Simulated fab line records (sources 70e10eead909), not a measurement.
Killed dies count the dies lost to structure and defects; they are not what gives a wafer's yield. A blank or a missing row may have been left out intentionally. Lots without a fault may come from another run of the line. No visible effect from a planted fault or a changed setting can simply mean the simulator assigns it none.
Which tool is to blame? ; flow nandHarc ; 6 lots, 18 wafers sampled, at 4 steps of a route of 1302

WHAT THE GAUGES SHOWED, per wafer
NHARC_END_SORT_01.
lot;measured;on;killedAtOther
L798;day 25 15:17;prober-02;1 2 0
L804;day 26 05:01;prober-02;2 1 1
L813;day 30 04:41;prober-02;608 598 607
L816;day 31 15:04;prober-02;1 0 0
L818;day 33 00:26;prober-02;4 1 3
L820;day 33 08:15;prober-02;1 0 1

WHICH TOOL RAN EACH LOT (tool, then ch and the chambers of the sampled wafers, then the start)
lot;NHARC_A_BONDPAD_PRE_CLEAN_26;NHARC_THIN_TSV_STRIP_45;NHARC_THIN_TSV_ETCHBACK_48
L798;pvdSputter-02, day 25 00:20 or earlier;plasmaAsher-01 ch 0,1, day 25 00:20;rieDiel-03 ch 1,2,3, day 25 01:35
L804;pvdSputter-02, day 25 15:13 or earlier;plasmaAsher-02 ch 0,1, day 25 15:13;rieDiel-02 ch 1,2, day 25 16:26
L813;pvdSputter-02, day 29 16:07 or earlier;plasmaAsher-01 ch 0,1, day 29 16:07;rieDiel-02 ch 0,2,3, day 29 17:19
L816;pvdSputter-02, day 31 01:10 or earlier;plasmaAsher-02 ch 0, day 31 01:10;rieDiel-02 ch 2,3, day 31 02:22
L818;pvdSputter-01, day 32 07:04 or earlier;plasmaAsher-01 ch 0,1, day 32 07:04;rieDiel-13 ch 0,2,3, day 32 08:16
L820;pvdSputter-01, day 32 16:53 or earlier;plasmaAsher-02 ch 0,1, day 32 16:53;rieDiel-02 ch 1,2, day 32 18:02
- NHARC_A_BONDPAD_PRE_CLEAN_26: time 30 s.
- NHARC_THIN_TSV_STRIP_45: strips in O2.
- NHARC_THIN_TSV_ETCHBACK_48: etches the open film in C4F8/Ar, target depth 1028.5 nm, time 405.17 s.

THE ANSWER, worked out from the rows above alone
Rule: the usual values come from the lots themselves. Put in order of their means at a reading, lots are off if they are a third of the lots or fewer, leave a main group of 4 or more, and stand apart from it by a gap of 3 or more times the standard deviation of the main group's means; of several such gaps the widest counts. A main group whose means are all the same, to the digits that the tables above print for the reading, isn't used. A lot without any number at a reading at which 4 lots or more have one is off too. Where the step has rows for the other lots, those lots are counted as sound.
Off: L813, at NHARC_END_SORT_01 (killedAtOther). The main group has a mean of 1.2 with a standard deviation of 0.81.
If a tool, at a process step before that reading, ran all the lots that are off and no sound lot after the first of them, it fits. Gauges at NHARC_END_SORT_01: tried the same way as those tools. NHARC_A_BONDPAD_PRE_CLEAN_26 gives no start for some lots, so the hours and the order of its lots are those of NHARC_THIN_TSV_STRIP_45. No candidate that was tried fits.

WHAT THE SIMULATOR HAD INSERTED
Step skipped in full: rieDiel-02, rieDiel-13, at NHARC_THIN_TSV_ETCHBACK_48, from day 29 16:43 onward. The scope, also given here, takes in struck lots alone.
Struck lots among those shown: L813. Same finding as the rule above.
